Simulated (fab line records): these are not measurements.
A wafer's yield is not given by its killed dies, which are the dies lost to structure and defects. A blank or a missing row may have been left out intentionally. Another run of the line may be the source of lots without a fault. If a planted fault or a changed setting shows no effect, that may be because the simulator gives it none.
Matching of chambers || flow nandHarc || 3 sister chambers for NHARC_A_M0_DEP_32 on pecvd-02
The step deposits SiCN, target thk 30 nm. 22 wafers are shown with their chamber, then 11 later ones without.

== WAFERS PAIRED WITH THEIR CHAMBERS ==
{"wafer": "L074.2", "chamber": 0, "heaterPowerW (W)": 748}
{"wafer": "L074.3", "chamber": 1, "heaterPowerW (W)": 530}
{"wafer": "L074.6", "chamber": 2, "heaterPowerW (W)": 643}
{"wafer": "L074.1", "chamber": 2, "heaterPowerW (W)": 638}
{"wafer": "L074.4", "chamber": 0, "heaterPowerW (W)": 733}
{"wafer": "L074.5", "chamber": 1, "heaterPowerW (W)": 538}
{"wafer": "L079.1", "chamber": 1, "heaterPowerW (W)": 592}
{"wafer": "L079.2", "chamber": 2, "heaterPowerW (W)": 679}
{"wafer": "L079.4", "chamber": 1, "heaterPowerW (W)": 613}
{"wafer": "L078.1", "chamber": 2, "heaterPowerW (W)": 610}
{"wafer": "L078.4", "chamber": 1, "heaterPowerW (W)": 598}
{"wafer": "L078.6", "chamber": 0, "heaterPowerW (W)": 672}
{"wafer": "L080.4", "chamber": 1, "heaterPowerW (W)": 595}
{"wafer": "L080.5", "chamber": 2, "heaterPowerW (W)": 650}
{"wafer": "L080.6", "chamber": 0, "heaterPowerW (W)": 630}
{"wafer": "L082.1", "chamber": 1, "heaterPowerW (W)": 519}
{"wafer": "L082.2", "chamber": 0, "heaterPowerW (W)": 741}
{"wafer": "L082.4", "chamber": 2, "heaterPowerW (W)": 661}
{"wafer": "L086.3", "chamber": 2, "heaterPowerW (W)": 624}
{"wafer": "L086.4", "chamber": 1, "heaterPowerW (W)": 531}
{"wafer": "L086.5", "chamber": 0, "heaterPowerW (W)": 797}
{"wafer": "L085.2", "chamber": 0, "heaterPowerW (W)": 746}

SIGNATURES, as means of the wafers listed above
{"reading": "heaterPowerW", "chamber 0": 723.86, "chamber 1": 564.50, "chamber 2": 643.57, "scatter within a chamber": 40.8}
Rule: a wafer lies at a distance from a chamber equal to the root of the sum of squares, over the readings, of (its reading less the chamber's mean, divided by the reading's scatter). The wafer belongs to the nearest chamber; if the next one is less than 2 further off, it can't be placed. How the scatter is found: for the shown wafers, subtract from each reading the mean of its chamber, square and add these, divide the total by (wafers less chambers), then take the root.

== WAFERS WHOSE CHAMBER IS MISSING ==
{"wafer": "L085.3", "heaterPowerW (W)": 510}
{"wafer": "L085.6", "heaterPowerW (W)": 776}
{"wafer": "L089.1", "heaterPowerW (W)": 534}
{"wafer": "L089.2", "heaterPowerW (W)": 761}
{"wafer": "L089.3", "heaterPowerW (W)": 586}
{"wafer": "L093.1", "heaterPowerW (W)": 738}
{"wafer": "L093.2", "heaterPowerW (W)": 564}
{"wafer": "L093.4", "heaterPowerW (W)": 570}
{"wafer": "L093.3", "heaterPowerW (W)": 567}
{"wafer": "L093.5", "heaterPowerW (W)": 578}
{"wafer": "L093.6", "heaterPowerW (W)": 750}

== THE CHAMBER EACH PASSED THROUGH ==
{"wafer": "L085.3", "from the rows above": "can't be placed: 1 or 2", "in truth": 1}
{"wafer": "L085.6", "from the rows above": "can't be placed: 0 or 2", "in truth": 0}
{"wafer": "L089.1", "from the rows above": "can't be placed: 1 or 2", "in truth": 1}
{"wafer": "L089.2", "from the rows above": "can't be placed: 0 or 2", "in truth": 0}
{"wafer": "L089.3", "from the rows above": "can't be placed: 1 or 2", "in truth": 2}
{"wafer": "L093.1", "from the rows above": "can't be placed: 0 or 2", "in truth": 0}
{"wafer": "L093.2", "from the rows above": "can't be placed: 1 or 2", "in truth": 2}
{"wafer": "L093.4", "from the rows above": "can't be placed: 1 or 2", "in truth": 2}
{"wafer": "L093.3", "from the rows above": "can't be placed: 1 or 2", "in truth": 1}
{"wafer": "L093.5", "from the rows above": "can't be placed: 1 or 2", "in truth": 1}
{"wafer": "L093.6", "from the rows above": "can't be placed: 0 or 2", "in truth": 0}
Placed correctly: 0 of 11. Unplaceable from these rows: 11, with the true chamber sitting among the candidates in 11. Wrongly placed: 0.
